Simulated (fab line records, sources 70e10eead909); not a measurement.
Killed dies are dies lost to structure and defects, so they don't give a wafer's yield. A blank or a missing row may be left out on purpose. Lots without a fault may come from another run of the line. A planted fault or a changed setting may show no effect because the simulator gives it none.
Chamber matching | flow nand_harc | NHARC_A_SGD_CUT_DEP_00 on pecvd-03: 3 sister chambers
The step deposits SiNx, target thk 50 nm. 3 wafers are shown with their chamber, then 8 later ones without.

WAFERS WITH THEIR CHAMBER
wafer  | chamber | heater_power_w (W)
L082.2 | 2       | 762
L082.5 | 1       | 820
L088.1 | 0       | 679

WAFERS WITHOUT THEIR CHAMBER
wafer  | heater_power_w (W)
L088.4 | 752
L088.5 | 750
L085.1 | 674
L085.4 | 818
L085.6 | 725
L091.1 | 769
L091.2 | 788
L091.3 | 567

WHICH CHAMBER EACH WENT THROUGH
wafer  | from the rows above          | in truth
L088.4 | can't be placed: 2 or 1 or 0 | 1
L088.5 | can't be placed: 2 or 1 or 0 | 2
L085.1 | can't be placed: 0 or 2      | 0
L085.4 | can't be placed: 1 or 2      | 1
L085.6 | can't be placed: 2 or 0 or 1 | 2
L091.1 | can't be placed: 2 or 1 or 0 | 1
L091.2 | can't be placed: 2 or 1 or 0 | 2
L091.3 | can't be placed: 0 or 2      | 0
Placed correctly: 0 of 8. Can't be placed from these rows: 8 (the true chamber is among the candidates in 8). Placed wrongly: 0.
How it was worked out, from the rows above alone: a wafer's distance from a chamber is the root of the sum, over the readings, of the square of ((its reading less the chamber's mean) divided by the reading's scatter). The wafer belongs to the nearest chamber; if the next one is less than 2 further off, it can't be placed. A chamber's mean is the mean of its shown wafers. The scatter: with one shown wafer a chamber, the root of the mean of the squares of how far each hidden wafer lies from its nearest shown one.
